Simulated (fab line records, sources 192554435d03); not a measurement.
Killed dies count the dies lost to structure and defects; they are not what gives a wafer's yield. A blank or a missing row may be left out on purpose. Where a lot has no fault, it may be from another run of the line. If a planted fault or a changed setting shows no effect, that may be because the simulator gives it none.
Chamber matching | flow n5_finfet | N5_GATE_CUT_SAC_CAP_01 on ald_sin-03 has 4 sister chambers
The step material SiNx, target thk 24 nm, pulse time 1 s, ald cycles 480. 20 wafers are shown with their chamber, then 10 later ones without.

WAFERS PAIRED WITH THEIR CHAMBERS
wafer  | chamber | heater_power_w (W) | precursor_pulse_height_rel
L077.1 | 2       | 825                | 0.990
L077.2 | 1       | 862                | 0.995
L077.5 | 3       | 778                | 1.030
L082.2 | 1       | 866                | 1.017
L082.3 | 2       | 809                | 1.011
L082.6 | 0       | 727                | 1.006
L086.2 | 1       | 888                | 0.973
L086.3 | 0       | 747                | 1.016
L086.4 | 3       | 780                | 1.036
L085.1 | 0       | 749                | 0.993
L085.4 | 2       | 815                | 0.981
L085.5 | 2       | 839                | 0.972
L087.4 | 0       | 752                | 0.976
L087.5 | 0       | 736                | 1.017
L087.6 | 1       | 865                | 0.981
L089.2 | 1       | 879                | 0.989
L089.3 | 2       | 823                | 1.004
L089.6 | 0       | 742                | 1.024
L090.4 | 3       | 796                | 0.989
L090.5 | 3       | 768                | 1.028

SIGNATURES (averages over the wafers above)
reading                    | chamber 0 | chamber 1 | chamber 2 | chamber 3 | scatter within a chamber
heater_power_w             | 742.17    | 872.00    | 822.20    | 780.50    | 10.7
precursor_pulse_height_rel | 1.00533   | 0.99100   | 0.99160   | 1.02075   | 0.0179
Rule: for a wafer and a chamber, the distance is found by dividing, reading by reading, the gap between the wafer's reading and the chamber's mean by the reading's scatter, squaring, summing and taking the root. If the next closest chamber is less than 2 further off than the closest, the wafer can't be placed; otherwise it belongs to the closest. The scatter is the square root of a quotient: the sum, over the shown wafers, of each reading's squared deviation from its chamber's mean, divided by wafers minus chambers.

WAFERS MISSING THEIR CHAMBER
wafer  | heater_power_w (W) | precursor_pulse_height_rel
L090.6 | 745                | 1.042
L094.1 | 882                | 0.965
L094.2 | 769                | 0.970
L094.3 | 741                | 0.983
L094.4 | 738                | 0.984
L094.5 | 786                | 0.996
L094.6 | 876                | 1.007
L096.1 | 776                | 1.026
L096.2 | 723                | 0.953
L096.3 | 852                | 1.006

WHICH CHAMBER EACH ONE RAN IN
wafer  | from the rows above     | in truth
L090.6 | can't be placed: 0 or 3 | 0
L094.1 | 1                       | 1
L094.2 | can't be placed: 3 or 0 | 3
L094.3 | 0                       | 0
L094.4 | 0                       | 0
L094.5 | can't be placed: 3 or 2 | 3
L094.6 | 1                       | 1
L096.1 | 3                       | 3
L096.2 | 0                       | 0
L096.3 | can't be placed: 1 or 2 | 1
6 of 10 placed correctly. Unplaceable from these rows: 4, with the true chamber sitting among the candidates in 4. Placed wrongly: 0.
